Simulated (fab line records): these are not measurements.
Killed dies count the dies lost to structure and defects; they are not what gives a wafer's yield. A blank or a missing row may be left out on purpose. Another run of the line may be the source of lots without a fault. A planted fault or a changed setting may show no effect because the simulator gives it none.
Chamber matching | flow nand-harc | NHARC_A_SGD_CUT_CMP_21 on cmp-01: 4 sister chambers
The step polishes, target thk 148.19 nm. 20 wafers are shown with their chamber, then 10 later ones without.

## WAFERS WITH THEIR CHAMBER
wafer  | chamber | motor-current-A (A) | time-to-endpoint-s (s) | retaining-ring-pressure-frac
L082.1 | 2       | 11.2                | 47.6                   | 0.994
L082.2 | 0       | 12.9                | 49.8                   | 1.006
L082.5 | 1       | 12.7                | 47.1                   | 1.001
L081.2 | 3       | 13.8                | 48.9                   | 0.996
L081.3 | 2       | 11.0                | 53.5                   | 1.005
L081.6 | 1       | 13.5                | 50.0                   | 0.995
L087.1 | 3       | 14.4                | 50.8                   | 1.002
L087.2 | 0       | 12.2                | 48.8                   | 0.999
L087.6 | 1       | 12.1                | 49.1                   | 1.000
L089.2 | 2       | 10.8                | 54.4                   | 0.989
L089.4 | 1       | 13.2                | 52.7                   | 0.999
L089.5 | 1       | 13.0                | 52.6                   | 1.007
L093.1 | 0       | 12.4                | 49.1                   | 0.996
L093.2 | 2       | 10.8                | 53.8                   | 1.006
L093.6 | 0       | 12.4                | 51.2                   | 0.991
L092.1 | 2       | 11.4                | 53.0                   | 0.998
L092.2 | 0       | 12.2                | 53.8                   | 1.001
L092.6 | 3       | 13.2                | 50.7                   | 0.989
L094.1 | 3       | 13.2                | 48.5                   | 1.002
L094.3 | 1       | 12.6                | 51.3                   | 0.997

SIGNATURES (averages over the wafers above)
reading                      | chamber 0 | chamber 1 | chamber 2 | chamber 3 | scatter within a chamber
motor-current-A              | 12.420    | 12.850    | 11.040    | 13.650    | 0.419
time-to-endpoint-s           | 50.540    | 50.467    | 52.460    | 49.725    | 2.17
retaining-ring-pressure-frac | 0.99860   | 0.99983   | 0.99840   | 0.99725   | 0.00578
Rule: a wafer lies at a distance from a chamber equal to the root of the sum of squares, over the readings, of (its reading less the chamber's mean, divided by the reading's scatter). If the next closest chamber is less than 2 further off than the closest, the wafer can't be placed; otherwise it belongs to the closest. How the scatter is found: for the shown wafers, subtract from each reading the mean of its chamber, square and add these, divide the total by (wafers less chambers), then take the root.

## WAFERS WITHOUT THEIR CHAMBER
wafer  | motor-current-A (A) | time-to-endpoint-s (s) | retaining-ring-pressure-frac
L094.6 | 12.3                | 51.0                   | 1.005
L086.1 | 10.2                | 51.7                   | 1.002
L086.3 | 12.5                | 52.1                   | 0.995
L086.5 | 12.4                | 51.6                   | 0.998
L097.1 | 12.1                | 47.8                   | 0.998
L097.2 | 12.9                | 46.2                   | 1.001
L097.6 | 13.4                | 48.3                   | 1.006
L096.1 | 13.0                | 52.3                   | 1.003
L096.4 | 11.4                | 53.0                   | 1.000
L096.5 | 12.7                | 51.0                   | 1.000

## THE CHAMBER EACH PASSED THROUGH
wafer  | from the rows above          | in truth
L094.6 | can't be placed: 0 or 1      | 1
L086.1 | 2                            | 2
L086.3 | can't be placed: 0 or 1      | 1
L086.5 | can't be placed: 0 or 1      | 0
L097.1 | can't be placed: 0 or 1 or 2 | 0
L097.2 | can't be placed: 1 or 0 or 3 | 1
L097.6 | can't be placed: 3 or 1 or 0 | 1
L096.1 | can't be placed: 1 or 0 or 3 | 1
L096.4 | can't be placed: 2 or 0      | 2
L096.5 | can't be placed: 1 or 0 or 3 | 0
1 of 10 placed correctly. Cannot be placed on the basis of these rows: 9; the candidates contain the true chamber in 9. 0 placed wrongly.
